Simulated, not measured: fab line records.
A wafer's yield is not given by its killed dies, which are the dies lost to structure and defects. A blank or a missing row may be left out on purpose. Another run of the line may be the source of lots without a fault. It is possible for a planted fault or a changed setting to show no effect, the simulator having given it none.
Chamber matching	flow nand harc	NHARC_A_ZERO_WELL_ETCH_19 on rie diel-11: 4 sister chambers
The step etches the open film in N2/H2, target depth 80 nm, overetch 24 nm, time 87.88 s. 8 wafers are shown with their chamber, then 12 later ones without.

## WAFERS WITH THEIR CHAMBER
wafer	chamber	rf vpp V (V)	oes product au (a.u.)
L082.6	2	433.4	0.994
L085.4	2	433.9	1.013
L091.4	1	432.8	0.987
L092.1	3	433.7	0.990
L092.5	1	430.6	0.996
L093.1	3	435.2	0.991
L093.3	0	428.6	0.991
L093.5	0	430.9	1.003

## WAFERS WITH NO CHAMBER GIVEN
wafer	rf vpp V (V)	oes product au (a.u.)
L094.3	427.5	1.005
L094.4	434.6	0.989
L094.5	434.9	0.993
L096.3	430.8	1.003
L096.4	433.9	0.998
L096.5	432.1	1.007
L095.1	430.8	0.995
L095.4	434.7	1.002
L095.5	435.0	1.004
L097.1	428.7	1.006
L097.4	429.0	1.017
L097.5	434.0	1.005

## CHAMBER TAKEN BY EACH
wafer	from the rows above	in truth
L094.3	can't be placed: 0 or 1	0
L094.4	can't be placed: 3 or 2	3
L094.5	can't be placed: 3 or 2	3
L096.3	can't be placed: 0 or 1 or 2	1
L096.4	can't be placed: 2 or 3 or 1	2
L096.5	can't be placed: 2 or 1 or 0 or 3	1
L095.1	can't be placed: 1 or 0 or 2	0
L095.4	can't be placed: 2 or 3 or 1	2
L095.5	can't be placed: 2 or 3 or 1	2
L097.1	can't be placed: 0 or 1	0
L097.4	can't be placed: 0 or 1 or 2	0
L097.5	can't be placed: 2 or 3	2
Correct placement for 0 of the 12. Cannot be placed on the basis of these rows: 12; the candidates contain the true chamber in 12. Number placed wrongly: 0.
How it was worked out, from the rows above alone: a wafer's distance from a chamber is the root of the sum, over the readings, of the square of ((its reading less the chamber's mean) divided by the reading's scatter). The wafer belongs to the nearest chamber; if the next one is less than 2 further off, it can't be placed. For every chamber, the mean is computed from those of its wafers that are shown. The scatter: take each reading less its chamber's mean, square it, sum over the shown wafers, divide by the number of wafers less the number of chambers, and take the root.
